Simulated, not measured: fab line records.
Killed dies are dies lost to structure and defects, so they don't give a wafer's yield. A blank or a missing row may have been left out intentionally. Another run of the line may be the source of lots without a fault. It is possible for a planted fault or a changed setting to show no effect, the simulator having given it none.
fab line records	flow n5Finfet
[record] lots = 9	wafers = 26	lastDay = 17
route steps=1938 shown DUMMY_GATE@237 BEOL_M4@1111 PASSIVATION@1936
lots with no fault: from the same line, run without faults
startH: start of the lot's first displayed wafer, in hours after the record's first day	waitH: hours since the lot's step before	" identical to the entry in the row above	L1.1+2: one row covering several wafers at once	- either no value or no given start	* or withheld: withheld	< > ~ a bound
route shown NAME@n: a module of which the file shows steps, and the number in the route of the first	usual: the fault-free wafers' mean and standard deviation	same: alike in all rows	chamber/n: place in a boat	sites: each site's reading	_std_site: their standard deviation	_edge_site: mean of outer sites minus mean of inner sites	radiusMm: how far each site lies from the wafer's centre	mask NAME#n: copy n	behind: the last tool/chamber to shape the wafer	hold: reason for holding the lot/hours on hold/outcome of the hold	device: names the non-switching transistor (n, p or np)	end of line: tests of these same wafers at the route's end	a step without rows: its recipe alone	killed: count of dies lost to structure and defects at first sort (not the wafer's yield)	map: a wafer's dies, marking killed ones x, the rest . and places with no die _
set.NAME: the run value of the setting; set.NAME@STEP: its run value at that earlier step	model.NAME: the simulator's own value behind a step, which no gauge read
route steps across a sampled set of lots; one table per step, one row per wafer
services: the hour from which a tool's chamber was out of use, counted from the record's first day as startH (under 0 if before that day), plus the number of hours and why
[[steps]]
[step N5_DUMMY_GATE_ETCH_37]
[recipe] chemistry = N2/H2	target = SOC	targetDepthA = 600	overetchA = 300	tempC = 40	ionEnergyEv = 200	pressureMtorr = 30	sourceW = 840	biasW = 150	n2FlowSccm = 200	h2FlowSccm = 200
[usual] biasW = 150.0/0.44	chamberPressureMTorr = 30.002/0.028	drypumpMotorCurrentA = 5.6/0.39	oesProductAu = 0.60/0.067	rfVppV = 524.1/2.8	showerheadPlenumPTorr = 2.55/0.11	throttleValvePct = 17.9/0.33
lot.wafer	tool	chamber	startH	waitH	biasW	chamberPressureMTorr	drypumpMotorCurrentA	oesProductAu	rfHoursCounterH	rfVppV	showerheadPlenumPTorr	throttleValvePct
L111.2	rieDiel-04	3	45.23	0.0	150.3	29.975	5.9	0.60	161	527.0	2.63	18.1
L111.5	"	3	"	"	149.2	30.006	5.9	0.59	-	526.5	2.63	18.1
L113.2	rieDiel-02	0	59.46	0.0	149.7	29.948	5.9	0.56	229	518.9	2.40	17.9
L113.5	"	1	"	"	149.4	30.030	6.0	0.57	-	520.7	2.39	17.3
L113.6	"	2	"	"	149.7	30.029	5.5	0.59	-	525.6	2.65	18.0
L115.3	rieDiel-04	1	71.68	0.0	150.6	29.989	5.3	0.62	122	524.9	2.57	17.9
L115.4	"	2	"	"	150.3	30.014	5.2	0.75	-	524.9	2.61	17.6
L115.6	"	3	"	"	149.7	29.959	5.8	0.60	-	527.1	2.62	18.1
L116.2	rieDiel-02	1	76.97	0.0	150.0	29.990	6.0	0.56	203	519.6	2.39	17.4
L116.3	"	3	"	"	149.7	30.023	5.8	0.57	217	527.5	2.63	18.3
L116.4	"	0	"	"	150.0	29.968	5.8	0.56	235	519.7	2.40	17.9
L123.2	rieDiel-02	0	122.45	0.0	149.8	30.035	5.8	0.55	247	520.2	2.39	18.0
L123.3	"	1	"	"	150.1	30.076	6.0	0.55	215	519.9	2.38	17.4
L123.6	"	0	"	"	148.8	30.056	5.8	0.55	-	521.2	2.39	18.0
L129.2	rieDiel-04	3	154.13	0.0	149.2	29.987	5.8	0.58	200	526.7	2.61	18.2
L129.3	"	0	"	"	150.3	30.028	5.6	0.74	16	525.6	2.59	17.4
L129.4	"	1	"	"	149.6	29.958	5.4	0.60	150	523.8	2.56	17.9
L130.1	rieDiel-04	1	161.96	0.0	149.9	30.050	5.4	0.60	152	522.6	2.56	17.9
L130.2	"	0	"	"	150.4	30.009	5.6	0.74	18	524.0	2.59	17.4
L130.5	"	1	"	"	150.4	30.004	5.4	0.60	-	523.5	2.56	18.0
L131.1	rieDiel-04	2	165.06	0.0	150.6	30.003	5.2	0.69	33	523.6	2.60	17.6
L131.5	"	2	"	"	150.4	29.987	5.2	0.69	-	524.2	2.60	17.6
L131.6	"	3	"	"	149.6	29.997	5.9	0.58	-	524.9	2.61	18.2
L134.2	rieDiel-02	0	186.66	0.0	149.7	29.917	5.9	0.73	13	529.4	2.71	17.6
L134.4	"	2	"	"	149.8	29.984	5.5	0.56	212	525.9	2.64	18.1
L134.5	"	2	"	"	149.9	30.005	5.5	0.56	-	525.7	2.64	18.1
[step N5_DUMMY_GATE_TRIM_49]
[recipe] chemistry = O2	resist = SOC	timeS = 29	targetCdNm = 14	sourcePowerW = 300	biasPowerW = 0	O2_flow_sccm = 100	tempC = 20
[usual] drypumpMotorCurrentA = 5.9/0.42	oesProductAu = 0.998/0.014	throttleValvePct = 8.07/0.15
lot.wafer	tool	chamber	startH	waitH	drypumpMotorCurrentA	oesProductAu	rfHoursCounterH	throttleValvePct
L111.2	rieSi-02	2	45.31	0.0	5.6	1.007	161	8.16
L111.5	"	2	"	"	5.6	1.001	-	8.15
L113.2	rieSi-01	2	59.54	0.0	6.6	0.976	134	8.19
L113.5	"	1	"	"	5.5	0.993	-	8.12
L113.6	"	2	"	"	6.6	0.985	-	8.20
L115.3	rieSi-02	3	71.77	0.0	6.4	1.004	81	8.25
L115.4	"	2	"	"	5.6	0.987	162	8.17
L115.6	"	2	"	"	5.6	0.993	-	8.16
L116.2	rieSi-02	1	77.05	0.0	6.0	0.989	34	7.84
L116.3	"	3	"	"	6.5	1.001	81	8.24
L116.4	"	0	"	"	5.8	0.978	107	7.89
L123.2	rieSi-02	3	122.53	0.0	6.4	0.999	82	8.26
L123.3	"	2	"	"	5.6	0.981	163	8.15
L123.6	"	2	"	"	5.6	1.002	-	8.16
L129.2	rieSi-02	1	154.21	0.0	5.9	1.007	35	7.83
L129.3	"	0	"	"	5.8	0.984	109	7.90
L129.4	"	2	"	"	5.7	1.001	163	8.16
L130.1	rieSi-02	1	162.05	0.0	6.0	0.988	36	7.83
L130.2	"	0	"	"	5.8	0.982	109	7.91
L130.5	"	1	"	"	6.0	0.991	-	7.84
L131.1	rieSi-01	3	165.14	0.0	6.3	0.989	3	7.98
L131.5	"	3	"	"	6.3	0.987	-	7.95
L131.6	"	0	"	"	5.4	1.004	-	8.00
L134.2	rieSi-02	2	186.74	0.0	5.6	1.001	164	8.16
L134.4	"	0	"	"	5.8	0.977	109	7.90
L134.5	"	1	"	"	5.9	0.994	-	7.83
[step N5_DUMMY_GATE_HM_OPEN_21]
[recipe] chemistry = CH3F/O2	target = SiNx	targetDepthA = 1200	Ar_flow_sccm = 150	CH3F_flow_sccm = 30	O2_flow_sccm = 23	timeS = 171.4	pressureMtorr = 30	sourceW = 395	biasW = 73	ionEnergyEv = 120.7
[usual] drypumpMotorCurrentA = 5.5/0.41	oesProductAu = 0.76/0.093	rfVppV = 300/6.9	showerheadPlenumPTorr = 2.02/0.079	throttleValvePct = 16.52/0.26
lot.wafer	tool	chamber	startH	waitH	drypumpMotorCurrentA	oesProductAu	rfHoursCounterH	rfVppV	showerheadPlenumPTorr	throttleValvePct
L111.2	rieDiel-02	2	45.90	0.0	5.5	0.73	173	307	2.12	16.76
L111.5	"	2	"	"	5.5	0.73	-	308	2.12	16.75
L113.2	rieDiel-02	1	59.93	0.0	6.0	0.71	197	303	1.93	16.37
L113.5	"	3	"	"	5.9	0.72	-	304	2.08	16.74
L113.6	"	0	"	"	5.8	0.71	-	294	1.90	16.51
L115.3	rieDiel-04	3	72.23	0.0	5.8	0.74	173	307	2.10	16.92
L115.4	"	3	"	"	5.8	0.74	-	307	2.10	16.92
L115.6	"	1	"	"	5.3	0.78	-	294	2.02	16.27
L116.2	rieDiel-02	3	77.44	0.0	5.9	0.73	217	304	2.08	16.74
L116.3	"	2	"	"	5.5	0.73	180	307	2.12	16.78
L116.4	"	1	"	"	6.0	0.71	203	302	1.93	16.37
L123.2	rieDiel-02	3	122.81	0.0	5.9	0.71	229	303	2.07	16.78
L123.3	"	2	"	"	5.5	0.72	192	308	2.11	16.79
L123.6	"	3	"	"	5.9	0.71	-	304	2.07	16.77
L129.2	rieDiel-02	1	154.49	0.0	6.0	0.69	226	300	1.92	16.43
L129.3	"	3	"	"	5.9	0.70	240	305	2.07	16.78
L129.4	"	2	"	"	5.5	0.70	203	307	2.11	16.82
L130.1	rieDiel-06	2	162.33	0.0	4.7	0.69	249	295	1.90	16.77
L130.2	"	1	"	"	5.8	0.92	14	286	1.99	16.31
L130.5	"	0	"	"	4.8	0.75	-	299	1.92	16.64
L131.1	rieDiel-06	0	165.42	0.0	4.8	0.74	192	300	1.92	16.67
L131.5	"	3	"	"	4.8	0.71	-	310	2.08	16.51
L131.6	"	0	"	"	4.8	0.75	-	298	1.92	16.65
L134.2	rieDiel-06	1	187.03	0.0	5.8	0.90	22	284	1.98	16.33
L134.4	"	3	"	"	4.8	0.70	-	308	2.08	16.50
L134.5	"	0	"	"	4.8	0.73	-	300	1.92	16.65
[step N5_DUMMY_GATE_ETCH_44]
[recipe] chemistry = HBr/O2	overEtchFrac = 0.7	targetDepthA = 1275	stopOn = SiO2	ionEnergyEv = 60	biasW = 20	target = poly-Si	maskMaterial = SiO2	pressureMtorr = 20	icpW = 400	HBr_flow_sccm = 120	O2_flow_sccm = 10
[usual] HBr_flow_sccm = 120.0/0.32	O2_flow_sccm = 9.999/0.029	drypumpMotorCurrentA = 5.8/0.44	oesProductAu = 0.725/0.013	overEtchFrac = 0.7/0	throttleValvePct = 18.40/0.2
lot.wafer	tool	chamber	startH	waitH	HBr_flow_sccm	O2_flow_sccm	drypumpMotorCurrentA	oesProductAu	overEtchFrac	rfHoursCounterH	throttleValvePct
L111.2	rieSi-02	3	46.15	0.0	120.6	10.028	6.4	0.728	0.7	81	18.58
L111.5	"	2	"	"	120.2	9.995	5.6	0.727	0.7	-	18.53
L113.2	rieSi-01	1	60.18	0.0	120.0	9.987	5.5	0.714	0.7	92	18.65
L113.5	"	0	"	"	120.2	10.064	5.4	0.727	0.7	-	18.15
L113.6	"	3	"	"	119.9	9.959	6.4	0.716	0.7	-	18.33
L115.3	rieSi-02	0	72.48	0.0	119.8	10.028	5.8	0.728	0.7	107	18.24
L115.4	"	2	"	"	119.5	10.027	5.7	0.727	0.7	162	18.52
L115.6	"	1	"	"	120.5	10.007	6.0	0.724	0.7	-	18.10
L116.2	rieSi-06	1	77.69	0.0	119.7	9.971	5.7	0.722	0.7	24	18.22
L116.3	"	0	"	"	120.1	9.993	5.5	0.732	0.7	168	18.19
L116.4	"	2	"	"	120.3	9.996	6.3	0.737	0.7	165	18.65
L123.2	rieSi-01	2	123.06	0.0	119.2	10.021	6.5	0.707	0.7	135	18.49
L123.3	"	1	"	"	119.6	9.968	5.5	0.720	0.7	93	18.65
L123.6	"	3	"	"	120.0	10.051	6.3	0.713	0.7	-	18.34
L129.2	rieSi-06	0	154.74	0.0	-	-	-	-	-	-	-
L129.3	"	3	"	"	-	-	-	-	-	-	-
L129.4	"	2	"	"	-	-	-	-	-	-	-
L130.1	rieSi-06	1	162.58	0.0	-	-	-	-	-	-	-
L130.2	"	0	"	"	-	-	-	-	-	-	-
L130.5	"	1	"	"	-	-	-	-	-	-	-
L131.1	rieSi-06	2	165.67	0.0	-	-	-	-	-	-	-
L131.5	"	3	"	"	-	-	-	-	-	-	-
L131.6	"	2	"	"	-	-	-	-	-	-	-
L134.2	rieSi-06	1	187.28	0.0	119.8	9.967	5.7	0.736	0.7	26	18.21
L134.4	"	0	"	"	120.1	10.005	5.6	0.733	0.7	171	18.19
L134.5	"	1	"	"	120.0	9.970	5.7	0.723	0.7	-	18.23
[step N5_BEOL_M4_RC_MEAS_101]
[usual] DIBL_N = 36.9/1.6	DIBL_P = 37.1/2	IOFF_N = 0.17/0.032	IOFF_P = 0.22/0.036	ION_N = 674/12	ION_P = 463/7.8	SS_N = 71.7/0.63	SS_P = 73.5/0.62	VT_N = 249/3.3	VT_P = -250/3.5
lot.wafer	tool	chamber	startH	waitH	DIBL_N[mV/V]	DIBL_P[mV/V]	IOFF_N[nA/um]	IOFF_P[nA/um]	ION_N[uA/um]	ION_P[uA/um]	SS_N[mV/dec]	SS_P[mV/dec]	VT_N[mV]	VT_P[mV]
L111.2	prober-01	0	179.83	0.2	36.2	35.7	0.16	0.21	685	463	72.0	73.2	248	-251
L111.5	"	0	"	"	38.1	38.2	0.20	0.25	693	468	72.9	74.0	245	-246
L113.2	prober-01	0	185.03	0.2	37.0	37.2	0.15	0.19	652	448	70.9	74.1	251	-257
L113.5	"	0	"	"	37.6	38.0	0.16	0.21	668	462	71.8	74.3	252	-253
L113.6	"	0	"	"	38.1	38.1	0.16	0.20	663	453	71.5	73.8	252	-253
L115.3	prober-01	0	206.15	0.3	34.7	36.2	0.13	0.19	656	462	70.8	73.8	253	-251
L115.4	"	0	"	"	38.3	39.0	0.18	0.22	672	457	72.0	74.0	249	-251
L115.6	"	0	"	"	35.0	35.9	0.14	0.18	665	463	70.9	73.2	251	-252
L116.2	prober-02	0	206.48	0.2	34.2	32.1	0.12	0.15	660	453	70.8	73.2	254	-257
L116.3	"	0	"	"	35.7	35.6	0.14	0.20	669	458	70.7	73.9	252	-251
L116.4	"	0	"	"	35.4	34.8	0.14	0.19	672	463	70.8	72.8	251	-253
L123.2	prober-01	0	249.72	0.2	33.2	33.8	0.11	0.13	658	451	71.9	72.2	258	-257
L123.3	"	0	"	"	34.9	38.0	0.13	0.19	650	451	71.8	72.7	258	-253
L123.6	"	0	"	"	34.9	36.9	0.14	0.17	664	457	71.5	72.2	252	-254
L134.2	prober-01	0	310.08	0.2	36.4	37.4	0.16	0.24	676	469	71.2	73.3	247	-245
L134.4	"	0	"	"	37.4	38.7	0.17	0.25	677	467	70.5	73.9	249	-247
L134.5	"	0	"	"	34.4	35.7	0.12	0.21	664	467	71.0	72.7	255	-249
[step N5_PASSIVATION_PROBE_49]
[usual] defectLimitedYield = 90.9/1.6	killed_at_M0_to_M3 = 34/11	killed_at_M4_up = 14/5.7	killedAtContacts = 13/6.5	killedAtFrontEnd = 43/11	killedAtOther = 4/3.1	killedDies = 107/19	killedOnRim = 14/3.9	killedOpen = 71/14	killedShort = 35/7.9	sort_bin_5_function = 5.3/1.1	sort_bin_6_memory = 3.4/0.74	sort_bin_8_speed = 0.00/0.014	sortNPass = 1073/19
[same] grossDies = 1180	killedAtBackSide = 0	sort_bin_4_leakage[%] = 0
lot.wafer	tool	chamber	startH	waitH	defectLimitedYield[%]	killed_at_M0_to_M3	killed_at_M4_up	killedAtContacts	killedAtFrontEnd	killedAtOther	killedDies	killedOnRim	killedOpen	killedShort	sort_bin_5_function[%]	sort_bin_6_memory[%]	sort_bin_8_speed[%]	sortNPass
L113.2	prober-02	-	282.36	0.1	90.8	47	5	8	48	1	109	14	75	31	4.8	3.8	0	1071
L113.5	prober-02	-	282.51	0.2	90.2	40	17	10	42	7	116	18	76	32	5.9	3.3	0	1064
L113.6	prober-02	-	282.56	0.3	89.0	44	18	16	47	5	130	15	86	44	5.6	4.7	0	1050
L111.2	prober-01	-	292.48	0.1	90.9	26	19	12	46	4	107	11	75	32	5.7	3.1	0	1073
L111.5	prober-01	-	292.63	0.2	90.5	29	21	11	51	0	112	20	73	30	4.4	4.0	0	1068
L115.3	prober-02	-	310.36	0.1	89.7	39	9	12	60	1	121	15	81	39	6.0	3.6	0	1059
L115.4	prober-02	-	310.41	0.2	90.5	32	19	13	46	2	112	12	76	35	4.8	4.4	0	1068
L115.6	prober-02	-	310.51	0.3	91.4	26	5	14	46	11	102	10	65	30	4.4	3.8	0	1078
L116.2	prober-02	-	312.28	0.1	92.3	44	7	17	21	2	91	11	59	31	4.2	3.4	0	1089
L116.3	prober-02	-	312.33	0.1	92.2	27	6	19	39	1	92	11	55	36	4.8	2.4	0	1088
L116.4	prober-02	-	312.38	0.2	90.3	44	11	22	35	2	114	11	71	41	4.9	4.3	0	1066
L123.2	prober-01	-	347.68	0.1	92.8	19	12	12	40	2	85	13	58	27	4.4	2.6	0	1095
L123.3	prober-01	-	347.73	0.1	89.9	25	10	8	65	11	119	12	65	53	6.2	3.5	0	1061
L123.6	prober-01	-	347.88	0.3	90.6	30	13	12	48	8	111	22	75	35	5.4	3.5	0	1069
L129.2	prober-02	-	370.57	0.1	0	51	15	10	1096	8	1180	152	73	40	96.6	3.0	0	0
L129.3	prober-02	-	370.62	0.1	0	39	5	7	1129	0	1180	152	42	30	97.7	2.2	0	0
L129.4	prober-02	-	370.67	0.2	0	40	8	13	1117	2	1180	152	78	44	95.8	3.8	0	0
L130.1	prober-02	-	375.33	0.0	0	53	14	4	1107	2	1180	152	78	29	95.3	4.3	0	0
L130.2	prober-02	-	375.38	0.1	0	52	14	10	1103	1	1180	152	70	40	97.3	2.5	0	0
L130.5	prober-02	-	375.53	0.2	0	31	12	10	1124	3	1180	152	52	28	96.7	3.1	0	0
L131.1	prober-01	-	392.62	0.0	0	41	11	8	1119	1	1180	152	59	37	96.5	3.3	0	0
L131.5	prober-01	-	392.82	0.2	0	39	17	8	1116	0	1180	152	83	43	94.8	4.7	0	0
L131.6	prober-01	-	392.87	0.3	0	34	29	15	1097	5	1180	152	80	48	95.7	4.1	0	0
L134.2	prober-01	-	411.43	0.1	93.1	11	13	9	37	12	82	13	56	26	4.2	2.6	0	1098
L134.4	prober-01	-	411.53	0.2	93.4	18	14	2	36	8	78	12	51	25	3.5	2.7	0.17	1102
L134.5	prober-01	-	411.58	0.2	93.1	19	12	2	34	14	81	13	51	30	3.8	2.8	0	1099
// killed by level:class
L113.2 BEOL_M2:geometricParticle:open=17 STI_FIN_REVEAL:geometricParticle:open=13 BEOL_M0_SAQP:geometricParticle:open=9 FIN_SAQP:geometricParticle:open=8 GATE_CUT:geometricParticle:short=7 MOL_CONTACT_COAG:geometricParticle:open=7 BEOL_M1:geometricParticle:open=7 FIN_SAQP:geometricParticle:short=6
L113.5 STI_FIN_REVEAL:geometricParticle:open=22 BEOL_M3:geometricParticle:open=16 BEOL_M4:geometricParticle:open=10 BEOL_M2:geometricParticle:open=7 MOL_CONTACT_COAG:geometricParticle:open=6 BEOL_M0_SAQP:geometricParticle:short=5 HKMG_FIN:areaEtch=5 STI_FIN_REVEAL:geometricParticle:short=4
L113.6 BEOL_M2:geometricParticle:open=21 STI_FIN_REVEAL:geometricParticle:open=12 MOL_CONTACT_COAG:geometricParticle:open=12 BEOL_M4:geometricParticle:open=7 STI_FIN_REVEAL:geometricParticle:short=6 BEOL_M0_SAQP:geometricParticle:open=6 BEOL_M4:geometricParticle:short=4 DUMMY_GATE:geometricParticle:short=4
L111.2 STI_FIN_REVEAL:geometricParticle:open=20 MOL_CONTACT_COAG:geometricParticle:open=11 BEOL_M4:geometricParticle:open=9 BEOL_M0_SAQP:geometricParticle:short=8 BEOL_M2:geometricParticle:open=7 BEOL_M1:geometricParticle:open=5 FIN_SAQP:geometricParticle:open=4 GATE_CUT:geometricParticle:short=4
L111.5 MOL_CONTACT_COAG:geometricParticle:open=10 STI_FIN_REVEAL:geometricParticle:open=9 BEOL_M2:geometricParticle:open=8 BEOL_M3:geometricParticle:open=8 HKMG_FIN:areaEtch=8 BEOL_M4:geometricParticle:open=7 FIN_SAQP:geometricParticle:open=6 GATE_CUT:geometricParticle:short=5
L115.3 FIN_SAQP:geometricParticle:short=12 BEOL_M0_SAQP:geometricParticle:open=12 BEOL_M1:geometricParticle:open=12 FIN_SAQP:geometricParticle:open=11 STI_FIN_REVEAL:geometricParticle:open=11 MOL_CONTACT_COAG:geometricParticle:open=9 GATE_CUT:geometricParticle:short=8 GATE_CUT:geometricParticle:open=5
L115.4 STI_FIN_REVEAL:geometricParticle:open=13 MOL_CONTACT_COAG:geometricParticle:open=11 FIN_SAQP:geometricParticle:open=8 FIN_SAQP:geometricParticle:short=8 BEOL_M4:geometricParticle:open=8 BEOL_M0_SAQP:geometricParticle:open=6 ILD0:geometricParticle:short=5 BEOL_M1:geometricParticle:short=5
L115.6 FIN_SAQP:geometricParticle:open=17 BEOL_M0_SAQP:geometricParticle:open=10 STI_FIN_REVEAL:geometricParticle:open=9 MOL_CONTACT_COAG:geometricParticle:open=8 FIN_SAQP:geometricParticle:short=7 BEOL_M3:geometricParticle:open=6 PASSIVATION:areaEtch=6 MOL_CONTACT_COAG:geometricParticle:short=5
L116.2 MOL_CONTACT_COAG:geometricParticle:open=12 BEOL_M1:geometricParticle:short=9 BEOL_M0_SAQP:geometricParticle:open=9 BEOL_M3:geometricParticle:open=9 BEOL_M0_SAQP:geometricParticle:short=7 STARTING-WAFER:geometricParticle:open=6 MOL_CONTACT_COAG:geometricParticle:short=5 BEOL_M2:geometricParticle:open=5
L116.3 MOL_CONTACT_COAG:geometricParticle:open=16 BEOL_M0_SAQP:geometricParticle:short=13 STI_FIN_REVEAL:geometricParticle:open=9 BEOL_M0_SAQP:geometricParticle:open=8 FIN_SAQP:geometricParticle:open=7 GATE_CUT:geometricParticle:short=6 FIN_SAQP:geometricParticle:short=4 BEOL_M4:geometricParticle:open=4
L116.4 MOL_CONTACT_COAG:geometricParticle:open=18 BEOL_M0_SAQP:geometricParticle:open=17 BEOL_M0_SAQP:geometricParticle:short=12 STI_FIN_REVEAL:geometricParticle:open=9 FIN_SAQP:geometricParticle:short=6 FIN_SAQP:geometricParticle:open=4 BEOL_M1:geometricParticle:short=4 BEOL_M5:geometricParticle:open=4
L123.2 MOL_CONTACT_COAG:geometricParticle:open=10 FIN_SAQP:geometricParticle:short=6 STI_FIN_REVEAL:geometricParticle:open=6 BEOL_M2:geometricParticle:open=6 DUMMY_GATE:geometricParticle:open=5 BEOL_M4:geometricParticle:open=5 FIN_SAQP:geometricParticle:open=4 GATE_CUT:geometricParticle:open=4
L123.3 FIN_SAQP:geometricParticle:short=17 FIN_SAQP:geometricParticle:open=12 STI_FIN_REVEAL:geometricParticle:open=9 BEOL_M2:geometricParticle:open=9 ILD0:geometricParticle:open=5 GATE_CUT:geometricParticle:short=5 BEOL_M3:geometricParticle:short=5 MIM_BOT:geometricParticle:open=5
L123.6 STI_FIN_REVEAL:geometricParticle:open=14 MOL_CONTACT_COAG:geometricParticle:open=10 BEOL_M2:geometricParticle:open=8 FIN_SAQP:geometricParticle:short=6 DUMMY_GATE:geometricParticle:open=6 BEOL_M0_SAQP:geometricParticle:short=6 FIN_SAQP:geometricParticle:open=5 BEOL_M0_SAQP:geometricParticle:open=5
L129.2 DUMMY_GATE:areaEtch=1066 BEOL_M0_SAQP:geometricParticle:short=13 STI_FIN_REVEAL:geometricParticle:open=10 BEOL_M1:geometricParticle:open=10 BEOL_M3:geometricParticle:open=9 MOL_CONTACT_COAG:geometricParticle:open=8 BEOL_M0:geometricParticle:open=6 BEOL_M4:geometricParticle:open=6
L129.3 DUMMY_GATE:areaEtch=1108 BEOL_M0_SAQP:geometricParticle:short=18 STI_FIN_REVEAL:geometricParticle:open=10 MOL_CONTACT_COAG:geometricParticle:open=6 BEOL_M0_SAQP:geometricParticle:open=6 BEOL_M1:geometricParticle:open=5 BEOL_M0:geometricParticle:open=3 BEOL_M1:geometricParticle:short=3
L129.4 DUMMY_GATE:areaEtch=1053 STI_FIN_REVEAL:geometricParticle:open=25 BEOL_M0_SAQP:geometricParticle:short=16 BEOL_M0_SAQP:geometricParticle:open=14 MOL_CONTACT_COAG:geometricParticle:open=7 MOL_CONTACT_COAG:geometricParticle:short=6 FIN_SAQP:geometricParticle:open=5 STI_FIN_REVEAL:geometricParticle:short=5
L130.1 DUMMY_GATE:areaEtch=1073 FIN_SAQP:geometricParticle:open=13 BEOL_M0_SAQP:geometricParticle:open=13 BEOL_M1:geometricParticle:open=12 BEOL_M0_SAQP:geometricParticle:short=8 BEOL_M3:geometricParticle:open=8 STI_FIN_REVEAL:geometricParticle:open=5 BEOL_M0:geometricParticle:open=4
L130.2 DUMMY_GATE:areaEtch=1070 BEOL_M3:geometricParticle:open=11 BEOL_M1:geometricParticle:open=10 MOL_CONTACT_COAG:geometricParticle:open=9 BEOL_M0_SAQP:geometricParticle:short=8 GATE_CUT:geometricParticle:short=7 BEOL_M0_SAQP:geometricParticle:open=6 BEOL_M4:geometricParticle:open=5
L130.5 DUMMY_GATE:areaEtch=1100 BEOL_M0_SAQP:geometricParticle:short=9 MOL_CONTACT_COAG:geometricParticle:open=8 BEOL_M0_SAQP:geometricParticle:open=7 STI_FIN_REVEAL:geometricParticle:open=5 DUMMY_GATE:geometricParticle:open=4 GATE_CUT:geometricParticle:short=4 BEOL_M1:geometricParticle:open=4
L131.1 DUMMY_GATE:areaEtch=1084 BEOL_M0_SAQP:geometricParticle:open=9 BEOL_M0_SAQP:geometricParticle:short=8 FIN_SAQP:geometricParticle:open=7 MOL_CONTACT_COAG:geometricParticle:open=7 FIN_SAQP:geometricParticle:short=6 BEOL_M0:geometricParticle:short=5 BEOL_M4:geometricParticle:open=5
L131.5 DUMMY_GATE:areaEtch=1053 FIN_SAQP:geometricParticle:open=18 FIN_SAQP:geometricParticle:short=16 ILD0:geometricParticle:open=9 BEOL_M2:geometricParticle:open=8 BEOL_M0:geometricParticle:open=7 BEOL_M4:geometricParticle:open=6 MOL_CONTACT_COAG:geometricParticle:open=6
L131.6 DUMMY_GATE:areaEtch=1052 FIN_SAQP:geometricParticle:open=15 BEOL_M4:geometricParticle:open=12 MOL_CONTACT_COAG:geometricParticle:open=11 BEOL_M0_SAQP:geometricParticle:open=9 FIN_SAQP:geometricParticle:short=8 BEOL_M0_SAQP:geometricParticle:short=8 BEOL_M2:geometricParticle:open=6
L134.2 MOL_CONTACT_COAG:geometricParticle:open=9 FIN_SAQP:geometricParticle:open=7 STI_FIN_REVEAL:geometricParticle:open=6 DUMMY_GATE:geometricParticle:open=5 PASS1_CAP:geometricParticle:short=5 FIN_SAQP:geometricParticle:short=4 PASS1_CAP:geometricParticle:open=4 STARTING-WAFER:geometricParticle:short=4
L134.4 FIN_SAQP:geometricParticle:open=8 GATE_CUT:geometricParticle:open=5 BEOL_M2:geometricParticle:open=5 STI_FIN_REVEAL:geometricParticle:open=4 GATE_CUT:geometricParticle:short=4 BEOL_M0_SAQP:geometricParticle:short=4 BEOL_M0_SAQP:geometricParticle:open=4 FIN_SAQP:geometricParticle:short=3
L134.5 BEOL_M2:geometricParticle:open=10 DUMMY_GATE:geometricParticle:open=7 PASS1_CAP:geometricParticle:short=7 ILD0:geometricParticle:open=5 PASS1_CAP:geometricParticle:open=5 FIN_SAQP:geometricParticle:short=4 GATE_CUT:geometricParticle:short=4 STI_FIN_REVEAL:geometricParticle:open=3
[[services]]
tool	chamber	startH	hours	kind
rieSi-06	-	27.40	14.6	pm
rieDiel-04	0	29.21	6.5	repair
rieDiel-04	2	35.87	-	clean
rieDiel-04	2	35.87	-	consumableReplace:focusRing
rieDiel-04	2	35.87	28.0	scheduledDown
rieDiel-04	2	35.87	28.0	ventCycle
rieDiel-06	1	42.30	6.0	repair
rieDiel-02	-	48.94	4.0	pm
rieDiel-02	-	56.17	2.8	pm
rieSi-06	3	56.47	4.6	repair
rieSi-06	1	65.12	9.8	repair
rieDiel-02	-	73.53	0.7	repair
rieDiel-06	2	81.75	4.3	repair
rieSi-06	1	90.46	8.0	repair
rieSi-02	3	93.22	6.7	repair
rieDiel-04	0	102.72	19.0	repair
rieSi-02	0	113.36	7.3	repair
rieDiel-02	0	132.05	-	clean
rieDiel-02	0	132.05	-	consumableReplace:focusRing
rieDiel-02	0	132.05	-	consumableReplace:showerhead
rieDiel-02	0	132.05	15.5	scheduledDown
rieDiel-02	0	132.05	15.5	ventCycle
rieSi-06	-	137.06	0.6	repair
rieSi-01	1	181.21	6.8	repair
[[key]]
[firstSign] step = N5_DUMMY_GATE_ETCH_44	reading = toolRecord	direction = missing
[effect] step = N5_PASSIVATION_PROBE_49	reading = killedAtFrontEnd	direction = up	sigmas = 96	usual = 43	struck = 1112
[moreKillsBornAt] N5_DUMMY_GATE_ETCH_44@rieSi-06 = 9654
metAt N5_DUMMY_GATE_ETCH_44
struckLots L129,L130,L131
laterRowsLeftOut L129.2,L129.3,L129.4,L130.1,L130.2,L130.5,L131.1,L131.5,L131.6
notActingAt N5_DUMMY_GATE_ETCH_37,N5_DUMMY_GATE_TRIM_49,N5_DUMMY_GATE_HM_OPEN_21
onsetBetween 77.69 154.74
[fault] kind = skippedStepWhole	tool = rieSi-06	chamber = -	onsetH = 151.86	steps = N5_DUMMY_GATE_ETCH_44	scope = struckLotsOnly
// laterRowsLeftOut: the simulator's readings of these wafers behind a module that went badly wrong aren't trusted and aren't shown, but for the sort
